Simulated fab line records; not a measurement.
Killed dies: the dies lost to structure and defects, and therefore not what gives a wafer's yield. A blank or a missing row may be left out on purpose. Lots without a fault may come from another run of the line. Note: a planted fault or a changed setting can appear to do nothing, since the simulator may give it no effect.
A struck lot beside a sound one | flow n5Finfet | 15 out of 1938 route steps
Sound: these wafers, L180.2, L180.4, L180.5. Struck: wafer L192.3. (L192.5, L192.6 of the same lot were not struck and are left out.) The cause comes at the end.
Order at every step that has rows: each side's tool, ch and its chambers, its first start. Under that, the readings that differ: sound wafers | struck wafers | difference of the means | sigmas: that difference in standard deviations of wafers without a fault.
alike: a reading whose means differ by less than 2 such deviations, as well as words and numbers matching on both sides. not compared: withheld readings; readings where some wafer has no value; bounds like >300 that might hide an equal value; numbers whose values overlap and for which the record gives no deviation.
The two part at a step that has a row with sigmas, a row that says differs or no value, or rows on one side only. Numbers that don't overlap but have no deviation are shown without sigmas and don't part them. A reading missing from all wafers of one side parts the sides only when that side holds two or more wafers.

first, 1 step without rows for these wafers: N5_ILD0_CURE_02 (time 1800 s).
N5_ILD0_CMP_03: polishes, stops on SiNx, t overpolish 1.9 s, target thk 197.38 nm.
  sound on cmp-04 ch 0,2, day 3 14:58; struck on cmp-01 ch 1, day 6 14:23
  alike: motorCurrentA, overpolishRunS, timeToEndpointS
  not compared: padLifeWafers
N5_ILD0_THK_MEAS_04:
  sound on filmMetro-02, day 3 15:15; struck on filmMetro-02, day 6 14:37
  alike: thkNm
N5_ILD0_CMP_07: polishes SiO2 flowable, stops on poly-Si, t overpolish 1.18 s, target thk 138.88 nm.
  sound on cmp-04 ch 0,1,2, day 3 15:19; struck on cmp-04 ch 1, day 6 14:41
  alike: motorCurrentA
  not compared: padLifeWafers
N5_ILD0_THK_MEAS_08:
  sound on filmMetro-02, day 3 15:34; struck on filmMetro-02, day 6 14:56
  alike: thkNm
then, 1 step without rows for these wafers: N5_ILD0_PRECLEAN_10 (cleans in NF3:NH3, afs cycles 5, time 20 s, sublimation time 60 s).
N5_ILD0_ALD_15: deposits SiNx, target thk 24 nm, pulse time 1 s, ald cycles 480.
  sound on aldSin-04 ch 1,3, day 3 16:17; struck on aldSin-02 ch 1, day 6 15:40
  alike: heaterPowerOuterW, heaterPowerW, precursorPulseHeightRel
N5_ILD0_CMP_12: polishes SiNx, stops on poly-Si, t overpolish 6 s, target thk 17.67 nm.
  sound on cmp-04 ch 2,3, day 3 18:32; struck on cmp-04 ch 1, day 6 17:53
reading             | sound          | struck | difference | sigmas
timeToEndpointS (s) | 30.5 30.7 34.1 | 26.4   | -5.4       | -2
  alike: motorCurrentA, overpolishRunS
  not compared: padLifeWafers
N5_ILD0_THK_MEAS_13:
  sound on filmMetro-01, day 3 18:47; struck on filmMetro-02, day 6 18:09
  alike: thkNm
N5_ILD0_INSPECT_06: inspects for defects (darkfield).
  sound on defectInspect-01, day 3 18:49; struck on defectInspect-02, day 6 18:11
  alike: rawDefectCount
N5_SDB_HM_DEP_00: deposits SiNx from SiH4/NH3/N2, target thk 40 nm, time 35.3 s.
  sound on pecvd-01 ch 0,2, day 3 18:51; struck on pecvd-01 ch 2, day 6 18:13
  alike: heaterPowerOuterW, heaterPowerW, rfFwdPowerW, showerheadPlenumPTorr, throttleValvePct
then, 1 step without rows for these wafers: N5_SDB_COAT_03 (time 60 s, resist thk 100 nm).
N5_SDB_COAT_04: time 60 s, resist thk 18 nm.
  sound on lithoTrack-05 ch 0, day 3 18:56; struck on lithoTrack-05 ch 0, day 6 18:18
reading               | sound             | struck | difference | sigmas
heaterPowerTotalW (W) | 427.7 424.6 428.1 | 600.0  | +173.2     | +87
runLengthS (s)        | 66.42 66.22 66.16 | 40.33  | -25.94     | -99 or more
  alike: resistLineTempC
then, 1 step without rows for these wafers: N5_SDB_COAT_05 (resist thk 90 nm).
-- the record jumps here: 4 days lie between the struck wafers' starts before and after (it left off in module SDB and takes up again in module BEOL_M4, whose first step shown is number 1111 of the route) --
N5_BEOL_M4_RC_MEAS_101:
  sound on prober-02 ch 0, day 7 15:19; struck on prober-01 ch 0, day 11 02:27
  alike: DIBL_N, DIBL_P, IOFF_N, IOFF_P, ION_N, ION_P, SS_N, SS_P, VT_N, VT_P

## WHERE THEY PART
First at N5_ILD0_CMP_12; last, within this record, at N5_SDB_COAT_04. Later steps at which nothing parts them and some readings are alike: N5_BEOL_M4_RC_MEAS_101.

WHY: the cause the simulator had injected
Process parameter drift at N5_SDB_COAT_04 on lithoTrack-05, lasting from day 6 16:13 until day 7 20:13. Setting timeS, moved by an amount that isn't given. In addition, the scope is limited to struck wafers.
